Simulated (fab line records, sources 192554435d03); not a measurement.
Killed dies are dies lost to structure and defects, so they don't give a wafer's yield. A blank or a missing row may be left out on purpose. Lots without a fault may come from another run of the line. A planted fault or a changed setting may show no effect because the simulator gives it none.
Chamber matching | flow n5_finfet | N5_FIN_SAQP_HM_OPEN_73 on rie_diel-01: 4 sister chambers
The step chemistry CHF3/O2, target SiO2, stops on a-Si, target depth 12 nm, time 16.8 s. 4 wafers are shown with their chamber, then 7 later ones without.

WAFERS WITH THEIR CHAMBER
wafer  | chamber | showerhead_plenum_p_Torr (Torr)
L780.2 | 2       | 2.55
L780.3 | 1       | 2.38
L785.1 | 3       | 2.55
L785.2 | 0       | 2.38

WAFERS WITHOUT THEIR CHAMBER
wafer  | showerhead_plenum_p_Torr (Torr)
L785.4 | 2.37
L792.1 | 2.54
L792.4 | 2.38
L792.5 | 2.54
L794.1 | 2.37
L794.3 | 2.37
L794.5 | 2.37

WHICH CHAMBER EACH WENT THROUGH
wafer  | from the rows above     | in truth
L785.4 | can't be placed: 0 or 1 | 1
L792.1 | can't be placed: 2 or 3 | 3
L792.4 | can't be placed: 0 or 1 | 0
L792.5 | can't be placed: 2 or 3 | 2
L794.1 | can't be placed: 0 or 1 | 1
L794.3 | can't be placed: 0 or 1 | 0
L794.5 | can't be placed: 0 or 1 | 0
Placed correctly: 0 of 7. Can't be placed from these rows: 7 (the true chamber is among the candidates in 7). Placed wrongly: 0.
How it was worked out, from the rows above alone: a wafer's distance from a chamber is the root of the sum, over the readings, of the square of ((its reading less the chamber's mean) divided by the reading's scatter). The wafer belongs to the nearest chamber; if the next one is less than 2 further off, it can't be placed. A chamber's mean is the mean of its shown wafers. The scatter: with one shown wafer a chamber, the root of the mean of the squares of how far each hidden wafer lies from its nearest shown one.
